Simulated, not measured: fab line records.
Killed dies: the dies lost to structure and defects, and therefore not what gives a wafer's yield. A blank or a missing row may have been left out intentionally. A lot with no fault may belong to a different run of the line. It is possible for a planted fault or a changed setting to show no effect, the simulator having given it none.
Which tool did it? :: flow n5-finfet :: 9 lots with 27 wafers sampled at 5 steps, on a route of 1938 steps

== WHAT THE GAUGES SHOWED, per wafer ==
N5_FIN_SAQP_OCD_MEAS_76. Usual: 119.0 nm for trench-depth-nm, sd 2.2.
lot: L990
measured: day 2 08:49
on: ocd-02
trench-depth-nm (nm): 118.4 118.8 121.8
flag: 

lot: L996
measured: day 3 20:25
on: ocd-01
trench-depth-nm (nm): 119.8 120.0 120.3
flag: 

lot: L100
measured: day 4 21:14
on: ocd-02
trench-depth-nm (nm): 120.1 117.6 119.2
flag: 

lot: L102
measured: day 5 08:46
on: ocd-02
trench-depth-nm (nm): 114.8 117.5 114.9
flag: 

lot: L105
measured: day 6 02:39
on: ocd-02
trench-depth-nm (nm): 122.0 116.2 121.5
flag: 

lot: L106
measured: day 6 09:03
on: ocd-01
trench-depth-nm (nm): 120.1 121.6 118.3
flag: 

lot: L109
measured: day 7 02:03
on: ocd-02
trench-depth-nm (nm): 121.7 118.0 116.9
flag: 

lot: L111
measured: day 7 14:07
on: ocd-02
trench-depth-nm (nm): 121.6 122.8 119.1
flag: 

lot: L112
measured: day 7 21:08
on: ocd-01
trench-depth-nm (nm): 117.5 119.3 120.0
flag: 

N5_FIN_CUT_OVL_MEAS_09. Usual: FIN_CUT_OVL 0.4 nm, standard deviation 0.67.
lot: L990
measured: day 2 09:19
on: overlay-01
FIN_CUT_OVL (nm): 0.1 -0.1 1.0
flag: 

lot: L996
measured: day 3 20:55
on: overlay-02
FIN_CUT_OVL (nm): 1.6 1.4 1.7
flag: 

lot: L100
measured: day 4 21:44
on: overlay-02
FIN_CUT_OVL (nm): 0.7 -0.9 -0.6
flag: 

lot: L102
measured: day 5 09:08
on: overlay-01
FIN_CUT_OVL (nm): -0.2 1.1 0.3
flag: 

lot: L105
measured: day 6 03:09
on: overlay-01
FIN_CUT_OVL (nm): 0.9 0.5 0.5
flag: 

lot: L106
measured: day 6 09:32
on: overlay-01
FIN_CUT_OVL (nm): 0.5 -0.4 0.1
flag: 

lot: L109
measured: day 7 02:32
on: overlay-01
FIN_CUT_OVL (nm): 0.2 -0.1 1.6
flag: 

lot: L111
measured: day 7 14:36
on: overlay-02
FIN_CUT_OVL (nm): 0.3 0.1 1.3
flag: 

lot: L112
measured: day 7 21:31
on: overlay-02
FIN_CUT_OVL (nm): 0.4 0.1 0.5
flag: 

N5_BEOL_M4_RC_MEAS_101. Usual: DIBL_N 36.9 mV/V, standard deviation 1.6; DIBL_P 37.1 mV/V, standard deviation 2; IOFF_N 0.17 nA/um, standard deviation 0.032; IOFF_P 0.22 nA/um, standard deviation 0.036; ION_N 674 uA/um, standard deviation 12; ION_P 463 uA/um, standard deviation 7.8; SS_N 71.7 mV/dec, standard deviation 0.63; SS_P 73.5 mV/dec, standard deviation 0.62; VT_N 249 mV, standard deviation 3.3; VT_P -250 mV, standard deviation 3.5.
lot: L990
measured: day 8 20:54
on: prober-02
DIBL_N (mV/V): 36.8 36.7 37.8
DIBL_P (mV/V): 37.8 36.2 37.1
IOFF_N (nA/um): 0.15 0.15 0.17
IOFF_P (nA/um): 0.27 0.24 0.25
ION_N (uA/um): 664 649 666
ION_P (uA/um): 466 462 466
SS_N (mV/dec): 71.3 71.9 71.1
SS_P (mV/dec): 73.3 73.0 73.1
VT_N (mV): 252 251 249
VT_P (mV): -245 -247 -244
flag: 

lot: L996
measured: day 10 04:57
on: prober-01
DIBL_N (mV/V): 38.6 37.5 37.1
DIBL_P (mV/V): 38.0 36.6 36.7
IOFF_N (nA/um): 0.19 0.17 0.18
IOFF_P (nA/um): 0.27 0.22 0.23
ION_N (uA/um): 674 670 677
ION_P (uA/um): 464 459 463
SS_N (mV/dec): 72.3 71.8 72.2
SS_P (mV/dec): 73.7 74.0 73.6
VT_N (mV): 248 249 248
VT_P (mV): -247 -250 -246
flag: 

lot: L100
measured: day 11 00:10
on: prober-02
DIBL_N (mV/V): 39.5 39.5 37.1
DIBL_P (mV/V): 37.4 37.6 34.6
IOFF_N (nA/um): 0.17 0.18 0.13
IOFF_P (nA/um): 0.19 0.20 0.15
ION_N (uA/um): 668 687 661
ION_P (uA/um): 444 466 450
SS_N (mV/dec): 72.3 72.0 71.7
SS_P (mV/dec): 73.3 74.1 72.9
VT_N (mV): 248 247 255
VT_P (mV): -253 -252 -258
flag: 

lot: L102
measured: day 11 01:46
on: prober-01
DIBL_N (mV/V): 37.2 36.7 38.8
DIBL_P (mV/V): 38.2 37.3 38.7
IOFF_N (nA/um): 0.17 0.16 0.20
IOFF_P (nA/um): 0.24 0.22 0.25
ION_N (uA/um): 681 685 680
ION_P (uA/um): 473 474 455
SS_N (mV/dec): 71.6 71.9 72.4
SS_P (mV/dec): 73.7 72.7 73.4
VT_N (mV): 248 249 246
VT_P (mV): -249 -252 -249
flag: 

lot: L105
measured: day 12 11:32
on: prober-01
DIBL_N (mV/V): 36.4 36.5 36.6
DIBL_P (mV/V): 39.1 37.9 37.2
IOFF_N (nA/um): 0.17 0.18 0.16
IOFF_P (nA/um): 0.25 0.23 0.21
ION_N (uA/um): 680 679 676
ION_P (uA/um): 473 461 460
SS_N (mV/dec): 72.1 71.7 71.1
SS_P (mV/dec): 74.0 74.3 74.2
VT_N (mV): 253 249 254
VT_P (mV): -248 -249 -254
flag: 

lot: L106
measured: day 12 15:25
on: prober-02
DIBL_N (mV/V): 38.5 36.6 36.5
DIBL_P (mV/V): 38.4 36.3 35.3
IOFF_N (nA/um): 0.20 0.16 0.15
IOFF_P (nA/um): 0.23 0.20 0.18
ION_N (uA/um): 671 654 653
ION_P (uA/um): 458 453 446
SS_N (mV/dec): 72.4 72.5 72.2
SS_P (mV/dec): 73.7 73.3 72.3
VT_N (mV): 248 250 254
VT_P (mV): -248 -252 -254
flag: 

lot: L109
measured: day 13 10:24
on: prober-02
DIBL_N (mV/V): 38.9 36.9 35.1
DIBL_P (mV/V): 36.3 34.8 33.3
IOFF_N (nA/um): 0.19 0.15 0.13
IOFF_P (nA/um): 0.25 0.23 0.20
ION_N (uA/um): 672 674 666
ION_P (uA/um): 465 463 462
SS_N (mV/dec): 73.1 71.7 71.1
SS_P (mV/dec): 74.1 74.1 73.0
VT_N (mV): 250 251 253
VT_P (mV): -247 -249 -250
flag: 

lot: L111
measured: day 13 14:08
on: prober-01
DIBL_N (mV/V): 36.7 35.1 38.2
DIBL_P (mV/V): 34.9 32.2 36.6
IOFF_N (nA/um): 0.18 0.14 0.19
IOFF_P (nA/um): 0.25 0.20 0.27
ION_N (uA/um): 682 667 673
ION_P (uA/um): 472 464 466
SS_N (mV/dec): 71.2 71.7 72.0
SS_P (mV/dec): 73.7 72.9 73.8
VT_N (mV): 246 253 248
VT_P (mV): -246 -249 -245
flag: 

lot: L112
measured: day 13 22:05
on: prober-01
DIBL_N (mV/V): 36.4 37.4 34.4
DIBL_P (mV/V): 37.4 38.7 35.7
IOFF_N (nA/um): 0.16 0.17 0.12
IOFF_P (nA/um): 0.24 0.25 0.21
ION_N (uA/um): 676 677 664
ION_P (uA/um): 469 467 467
SS_N (mV/dec): 71.2 70.5 71.0
SS_P (mV/dec): 73.3 73.9 72.7
VT_N (mV): 247 249 255
VT_P (mV): -245 -247 -249
flag: 

== TOOL THAT RAN EACH LOT (tool first, then ch and the chambers of the sampled wafers, then the start) ==
lot: L990
N5_FIN_CUT_ETCH_21: rie-diel-02 ch 0,1,2, day 2 09:38
N5_FIN_CUT_CUT_ETCH_26: rie-diel-02 ch 0,1,2, day 2 09:59

lot: L996
N5_FIN_CUT_ETCH_21: rie-diel-06 ch 0,1,3, day 3 21:05
N5_FIN_CUT_CUT_ETCH_26: rie-diel-06 ch 0,1,3, day 3 21:26

lot: L100
N5_FIN_CUT_ETCH_21: rie-diel-04 ch 0,2,3, day 4 21:55
N5_FIN_CUT_CUT_ETCH_26: rie-diel-04 ch 0,2,3, day 4 22:16

lot: L102
N5_FIN_CUT_ETCH_21: rie-diel-06 ch 0,2,3, day 5 09:20
N5_FIN_CUT_CUT_ETCH_26: rie-diel-06 ch 0,2,3, day 5 09:40

lot: L105
N5_FIN_CUT_ETCH_21: rie-diel-04 ch 0,3, day 6 03:20
N5_FIN_CUT_CUT_ETCH_26: rie-diel-04 ch 0,3, day 6 03:41

lot: L106
N5_FIN_CUT_ETCH_21: rie-diel-02 ch 0,1, day 6 09:44
N5_FIN_CUT_CUT_ETCH_26: rie-diel-02 ch 0,1, day 6 10:05

lot: L109
N5_FIN_CUT_ETCH_21: rie-diel-04 ch 2,3, day 7 02:43
N5_FIN_CUT_CUT_ETCH_26: rie-diel-04 ch 2,3, day 7 03:04

lot: L111
N5_FIN_CUT_ETCH_21: rie-diel-04 ch 0,1,2, day 7 14:55
N5_FIN_CUT_CUT_ETCH_26: rie-diel-04 ch 0,1,2, day 7 15:15

lot: L112
N5_FIN_CUT_ETCH_21: rie-diel-02 ch 1,2, day 7 21:41
N5_FIN_CUT_CUT_ETCH_26: rie-diel-02 ch 1,2, day 7 22:02
- N5_FIN_CUT_ETCH_21: etches SOC in N2/H2, target depth 219 nm, overetch 43.8 nm, time 523.5 s.
- N5_FIN_CUT_CUT_ETCH_26: etches SiNx in CH3F/O2, target depth 39 nm, time 55.7 s.

== WHAT THE TOOLS THEMSELVES READ (means of the sampled wafers that have a number; where no wafer has one, the mark that the record gives instead) ==
N5_FIN_CUT_ETCH_21. Usual: drypump-motor-current-A 5.4 A, standard deviation 0.48; oes-product-au 0.69 a.u., standard deviation 0.071; rf-fwd-power-W 848.7 W, standard deviation 2.6; rf-vpp-V 240.6 V, standard deviation 1.5; run-length-s 546.8 s, standard deviation 0.45; showerhead-plenum-p-Torr 2.54 Torr, standard deviation 0.1; temp-c 40.01 C, standard deviation 0.11; throttle-valve-pct 17.89 %, standard deviation 0.27.
lot: L990
tool: rie-diel-02
drypump-motor-current-A (A): 5.8
oes-product-au (a.u.): 0.66
rf-fwd-power-W (W): 851.0
rf-vpp-V (V): 239.7
run-length-s (s): 546.7
showerhead-plenum-p-Torr (Torr): 2.48
temp-c (C): 39.94
throttle-valve-pct (%): 17.76
flag: 

lot: L996
tool: rie-diel-06
drypump-motor-current-A (A): 5.1
oes-product-au (a.u.): 0.67
rf-fwd-power-W (W): 849.0
rf-vpp-V (V): 239.8
run-length-s (s): 546.9
showerhead-plenum-p-Torr (Torr): 2.52
temp-c (C): 39.87
throttle-valve-pct (%): 17.86
flag: 

lot: L100
tool: rie-diel-04
drypump-motor-current-A (A): 5.5
oes-product-au (a.u.): 0.81
rf-fwd-power-W (W): 847.6
rf-vpp-V (V): 241.7
run-length-s (s): 547.0
showerhead-plenum-p-Torr (Torr): 2.61
temp-c (C): 40.11
throttle-valve-pct (%): 17.69
flag: 

lot: L102
tool: rie-diel-06
drypump-motor-current-A (A): 4.8
oes-product-au (a.u.): 0.67
rf-fwd-power-W (W): 849.8
rf-vpp-V (V): 240.0
run-length-s (s): 546.8
showerhead-plenum-p-Torr (Torr): 2.50
temp-c (C): 39.97
throttle-valve-pct (%): 18.01
flag: 

lot: L105
tool: rie-diel-04
drypump-motor-current-A (A): 5.7
oes-product-au (a.u.): 0.82
rf-fwd-power-W (W): 849.7
rf-vpp-V (V): 241.1
run-length-s (s): 547.5
showerhead-plenum-p-Torr (Torr): 2.60
temp-c (C): 39.93
throttle-valve-pct (%): 17.61
flag: 

lot: L106
tool: rie-diel-02
drypump-motor-current-A (A): 5.9
oes-product-au (a.u.): 0.64
rf-fwd-power-W (W): 844.6
rf-vpp-V (V): 238.3
run-length-s (s): 547.0
showerhead-plenum-p-Torr (Torr): 2.39
temp-c (C): 39.96
throttle-valve-pct (%): 17.77
flag: 

lot: L109
tool: rie-diel-04
drypump-motor-current-A (A): 5.6
oes-product-au (a.u.): 0.75
rf-fwd-power-W (W): 845.3
rf-vpp-V (V): 241.1
run-length-s (s): 515.1
showerhead-plenum-p-Torr (Torr): 2.61
temp-c (C): 39.93
throttle-valve-pct (%): 17.98
flag: OFF

lot: L111
tool: rie-diel-04
drypump-motor-current-A (A): 5.4
oes-product-au (a.u.): 0.81
rf-fwd-power-W (W): 845.8
rf-vpp-V (V): 240.6
run-length-s (s): 531.0
showerhead-plenum-p-Torr (Torr): 2.58
temp-c (C): 40.10
throttle-valve-pct (%): 17.63
flag: OFF

lot: L112
tool: rie-diel-02
drypump-motor-current-A (A): 5.8
oes-product-au (a.u.): 0.65
rf-fwd-power-W (W): 849.6
rf-vpp-V (V): 238.9
run-length-s (s): 546.6
showerhead-plenum-p-Torr (Torr): 2.47
temp-c (C): 40.05
throttle-valve-pct (%): 17.62
flag: 

N5_FIN_CUT_CUT_ETCH_26. Usual: CH3F_flow_sccm 30.01 sccm, standard deviation 0.089; drypump-motor-current-A 5.4 A, standard deviation 0.48; oes-product-au 0.75 a.u., standard deviation 0.083; rf-fwd-power-W 390.6 W, standard deviation 1.6; rf-vpp-V 298 V, standard deviation 7; run-length-s 79.0 s, standard deviation 0.45; showerhead-plenum-p-Torr 2.00 Torr, standard deviation 0.077; throttle-valve-pct 16.45 %, standard deviation 0.25.
lot: L990
tool: rie-diel-02
CH3F_flow_sccm (sccm): 30.01
drypump-motor-current-A (A): 5.8
oes-product-au (a.u.): 0.72
rf-fwd-power-W (W): 391.4
rf-vpp-V (V): 300
run-length-s (s): 78.7
showerhead-plenum-p-Torr (Torr): 1.97
throttle-valve-pct (%): 16.43
flag: 

lot: L996
tool: rie-diel-06
CH3F_flow_sccm (sccm): 30.00
drypump-motor-current-A (A): 5.1
oes-product-au (a.u.): 0.73
rf-fwd-power-W (W): 389.6
rf-vpp-V (V): 297
run-length-s (s): 79.0
showerhead-plenum-p-Torr (Torr): 1.98
throttle-valve-pct (%): 16.46
flag: 

lot: L100
tool: rie-diel-04
CH3F_flow_sccm (sccm): 30.02
drypump-motor-current-A (A): 5.5
oes-product-au (a.u.): 0.89
rf-fwd-power-W (W): 389.3
rf-vpp-V (V): 302
run-length-s (s): 79.5
showerhead-plenum-p-Torr (Torr): 2.06
throttle-valve-pct (%): 16.25
flag: 

lot: L102
tool: rie-diel-06
CH3F_flow_sccm (sccm): 29.98
drypump-motor-current-A (A): 4.7
oes-product-au (a.u.): 0.73
rf-fwd-power-W (W): 389.9
rf-vpp-V (V): 298
run-length-s (s): 78.9
showerhead-plenum-p-Torr (Torr): 1.96
throttle-valve-pct (%): 16.50
flag: 

lot: L105
tool: rie-diel-04
CH3F_flow_sccm (sccm): 30.04
drypump-motor-current-A (A): 5.7
oes-product-au (a.u.): 0.90
rf-fwd-power-W (W): 389.2
rf-vpp-V (V): 298
run-length-s (s): 79.7
showerhead-plenum-p-Torr (Torr): 2.06
throttle-valve-pct (%): 16.29
flag: 

lot: L106
tool: rie-diel-02
CH3F_flow_sccm (sccm): 29.94
drypump-motor-current-A (A): 5.9
oes-product-au (a.u.): 0.68
rf-fwd-power-W (W): 388.8
rf-vpp-V (V): 295
run-length-s (s): 78.7
showerhead-plenum-p-Torr (Torr): 1.88
throttle-valve-pct (%): 16.39
flag: 

lot: L109
tool: rie-diel-04
CH3F_flow_sccm (sccm): 30.02
drypump-motor-current-A (A): 5.6
oes-product-au (a.u.): 0.78
rf-fwd-power-W (W): 390.6
rf-vpp-V (V): 304
run-length-s (s): 78.9
showerhead-plenum-p-Torr (Torr): 2.06
throttle-valve-pct (%): 16.58
flag: 

lot: L111
tool: rie-diel-04
CH3F_flow_sccm (sccm): 29.96
drypump-motor-current-A (A): 5.4
oes-product-au (a.u.): 0.87
rf-fwd-power-W (W): 391.2
rf-vpp-V (V): 296
run-length-s (s): 79.2
showerhead-plenum-p-Torr (Torr): 2.02
throttle-valve-pct (%): 16.07
flag: 

lot: L112
tool: rie-diel-02
CH3F_flow_sccm (sccm): 30.07
drypump-motor-current-A (A): 5.8
oes-product-au (a.u.): 0.70
rf-fwd-power-W (W): 390.2
rf-vpp-V (V): 302
run-length-s (s): 78.4
showerhead-plenum-p-Torr (Torr): 1.96
throttle-valve-pct (%): 16.46
flag: 

== THE ANSWER, worked out from the rows above alone ==
Rule: lot off if the mean of its wafers having a number is beyond 3 standard deviations from the usual mean. A lot without any number at a reading at which 4 lots or more have one is off too. The other lots that the step has rows for count as sound. After the gauges, taken in route order, come the tools' own readings; for these a lot's mean is taken, as printed above. At the first step where some lot is off, the reading lying furthest off is the one used; lots without a number count as furthest.
Off at N5_FIN_CUT_ETCH_21 (run-length-s): L109, L111.
If a tool, at that step or one of the process steps before it, ran each lot that is off and ran no sound lot following the first of them, it fits. One candidate fits, namely rie-diel-04 at N5_FIN_CUT_ETCH_21. Its last sound lot is L105 (day 6 03:20), its first lot that is off L109 (day 7 02:43): a fault that began between those two fits.
On the lots that are off, the tool's own readings at N5_FIN_CUT_ETCH_21 differ by more than 5 times the standard deviation of the sound lots' means, which bears it out; run-length-s reads 523.0 s there versus 546.9 s on the sound lots.

== WHAT THE SIMULATOR PUT IN ==
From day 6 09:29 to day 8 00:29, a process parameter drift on rie-diel-04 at N5_FIN_CUT_ETCH_21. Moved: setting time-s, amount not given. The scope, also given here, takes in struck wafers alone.
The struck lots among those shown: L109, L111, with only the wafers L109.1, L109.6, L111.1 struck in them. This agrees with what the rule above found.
